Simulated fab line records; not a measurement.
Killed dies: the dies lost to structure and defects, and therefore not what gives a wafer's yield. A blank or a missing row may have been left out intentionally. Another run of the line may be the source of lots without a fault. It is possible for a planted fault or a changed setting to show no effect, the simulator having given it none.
Which tool is to blame?	flow nand-harc	Sampling: 24 lots, 72 wafers, 3 of 1302 route steps

== WHAT EACH GAUGE READ, for each wafer ==
NHARC_P_M0_INSPECT_27. Usual: raw-defect-count 279, standard deviation 120.
lot	measured	on	raw-defect-count	flag
L074	day 6 10:28	defect-inspect-02	260 238 233	
L075	day 6 15:28	defect-inspect-02	316 373 155	
L076	day 6 21:34	defect-inspect-02	138 238 216	
L077	day 7 14:37	defect-inspect-01	470 369 680	
L078	day 7 22:25	defect-inspect-01	165 242 309	
L079	day 8 03:32	defect-inspect-02	235 162 178	
L080	day 8 19:29	defect-inspect-02	143 215 105	
L081	day 8 20:43	defect-inspect-01	245 225 185	
L082	day 9 07:10	defect-inspect-02	273 246 648	
L083	day 9 20:59	defect-inspect-01	403 272 395	
L084	day 10 10:37	defect-inspect-02	147 245 275	
L085	day 10 13:28	defect-inspect-01	237 208 196	
L086	day 11 07:44	defect-inspect-02	263 401 566	
L088	day 12 05:32	defect-inspect-01	209 215 268	
L087	day 12 06:26	defect-inspect-02	271 341 420	
L089	day 12 07:17	defect-inspect-02	326 208 254	
L090	day 12 21:04	defect-inspect-01	253 172 170	
L091	day 13 06:53	defect-inspect-01	187 189 342	
L092	day 13 17:30	defect-inspect-01	604 188 302	
L093	day 13 21:38	defect-inspect-01	189 305 236	
L094	day 14 12:10	defect-inspect-01	190 251 118	
L095	day 14 22:18	defect-inspect-02	205 211 305	
L096	day 15 03:31	defect-inspect-01	507 368 528	
L097	day 15 19:35	defect-inspect-02	256 261 243	

NHARC_P_M1_OVL_MEAS_10: pitch 260 nm. Usual: overlay-x-nm 0.0 nm, standard deviation 0.86; overlay-y-nm 0.0 nm, standard deviation 0.73.
lot	measured	on	overlay-x-nm (nm)	overlay-y-nm (nm)	flag
L074	day 6 11:57	overlay-02	-0.5 -0.5 -1.2	0.0 0.7 0.2	
L075	day 6 17:04	overlay-01	-0.6 -0.6 -0.4	0.6 0.0 0.6	
L076	day 6 22:55	overlay-01	1.1 0.7 0.9	-0.3 -0.3 -0.2	
L077	day 7 15:58	overlay-01	1.4 0.4 1.0	0.5 -0.3 0.2	
L078	day 7 23:53	overlay-01	1.1 1.5 0.8	-0.3 0.0 0.0	
L079	day 8 04:53	overlay-02	-1.6 -1.1 -1.5	-0.5 -0.5 -1.5	
L080	day 8 20:50	overlay-01	-0.1 -0.6 -0.7	0.4 0.4 -0.4	
L081	day 8 22:09	overlay-01	0.5 -0.1 0.1	0.1 0.2 0.4	
L082	day 9 08:40	overlay-01	0.3 0.4 0.9	2.1 1.9 1.2	
L083	day 9 22:28	overlay-02	0.0 -0.2 -0.4	0.3 0.5 0.4	
L084	day 10 12:05	overlay-01	-0.4 0.4 -0.2	-0.3 0.1 0.0	
L085	day 10 14:56	overlay-02	-0.2 -0.6 -0.3	1.1 1.2 1.8	
L086	day 11 09:11	overlay-01	0.0 0.2 0.5	-0.3 -0.2 0.3	
L088	day 12 06:59	overlay-01	0.5 0.2 1.1	-0.3 -1.3 -0.9	
L087	day 12 07:54	overlay-02	1.0 0.7 0.6	-0.9 -1.0 -1.3	
L089	day 12 08:46	overlay-02	0.6 1.2 0.9	-1.0 -0.6 -0.8	
L090	day 12 22:32	overlay-02	-2.7 -2.7 -2.3	0.6 -0.3 0.7	
L091	day 13 08:22	overlay-02	-0.9 -1.1 -0.2	-0.5 -0.2 -0.8	
L092	day 13 18:59	overlay-02	-0.3 0.2 0.1	-0.2 -0.7 -1.1	
L093	day 13 23:00	overlay-02	0.8 0.9 0.6	1.0 1.5 0.7	
L094	day 14 13:38	overlay-01	-0.3 0.4 -0.2	0.5 0.7 0.8	
L095	day 14 23:47	overlay-01	-0.2 -0.1 0.3	-0.2 0.1 0.1	
L096	day 15 04:59	overlay-01	0.5 0.1 -0.4	-0.6 -0.8 -0.4	
L097	day 15 21:02	overlay-02	0.6 0.2 0.6	0.0 -0.3 -0.4	

== WHAT TOOL EACH LOT RAN ON (gives the tool, then ch and the chambers of the sampled wafers, and finally the start) ==
lot	NHARC_P_CONTACT_PVD_32
L074	pvd-sputter-02, day 6 10:28 or earlier
L075	pvd-sputter-02, day 6 15:28 or earlier
L076	pvd-sputter-02, day 6 21:34 or earlier
L077	pvd-sputter-01, day 7 14:37 or earlier
L078	pvd-sputter-01, day 7 22:25 or earlier
L079	pvd-sputter-01, day 8 03:32 or earlier
L080	pvd-sputter-02, day 8 19:29 or earlier
L081	pvd-sputter-02, day 8 20:43 or earlier
L082	pvd-sputter-01, day 9 07:10 or earlier
L083	pvd-sputter-03, day 9 20:59 or earlier
L084	pvd-sputter-03, day 10 10:37 or earlier
L085	pvd-sputter-01, day 10 13:28 or earlier
L086	pvd-sputter-01, day 11 07:44 or earlier
L088	pvd-sputter-02, day 12 05:32 or earlier
L087	pvd-sputter-01, day 12 06:26 or earlier
L089	pvd-sputter-02, day 12 07:17 or earlier
L090	pvd-sputter-03, day 12 21:04 or earlier
L091	pvd-sputter-01, day 13 06:53 or earlier
L092	pvd-sputter-01, day 13 17:30 or earlier
L093	pvd-sputter-02, day 13 21:38 or earlier
L094	pvd-sputter-01, day 14 12:10 or earlier
L095	pvd-sputter-03, day 14 22:18 or earlier
L096	pvd-sputter-01, day 15 03:31 or earlier
L097	pvd-sputter-02, day 15 19:35 or earlier
- NHARC_P_CONTACT_PVD_32: deposits Ti, target thk 5 nm, time 17.7 s.

== WHAT THE TOOLS THEMSELVES READ (means of the sampled wafers that have a number; where no wafer has one, the mark that the record gives instead) ==
NHARC_P_CONTACT_PVD_32. Usual: throttle-valve-pct 30.0 %, standard deviation 1.
lot	tool	throttle-valve-pct (%)	flag
L074	pvd-sputter-02	30.1	
L075	pvd-sputter-02	30.3	
L076	pvd-sputter-02	30.8	
L077	pvd-sputter-01	31.3	
L078	pvd-sputter-01	30.6	
L079	pvd-sputter-01	29.9	
L080	pvd-sputter-02	30.0	
L081	pvd-sputter-02	30.1	
L082	pvd-sputter-01	30.8	
L083	pvd-sputter-03	29.0	
L084	pvd-sputter-03	29.1	
L085	pvd-sputter-01	30.7	
L086	pvd-sputter-01	28.7	
L088	pvd-sputter-02	30.4	
L087	pvd-sputter-01	30.7	
L089	pvd-sputter-02	30.0	
L090	pvd-sputter-03	29.9	
L091	pvd-sputter-01	28.7	
L092	pvd-sputter-01	28.8	
L093	pvd-sputter-02	30.5	
L094	pvd-sputter-01	29.5	
L095	pvd-sputter-03	29.3	
L096	pvd-sputter-01	29.8	
L097	pvd-sputter-02	30.0	

== THE ANSWER, worked out from the rows above alone ==
Rule: take the mean of a lot's wafers that have a number; if it is more than 3 standard deviations from the usual mean, the lot is off. Also off: a lot with no number at a reading for which 4 or more lots have one. The other lots that the step has rows for count as sound. After the gauges, taken in route order, come the tools' own readings; for these a lot's mean is taken, as printed above. The first step at which some lot is off is used, and at that step the reading that is off furthest; a lot without a number counts as furthest.
No lot is off at any reading shown: from this, nothing can be told.

== WHAT HAD BEEN PUT IN BY THE SIMULATOR ==
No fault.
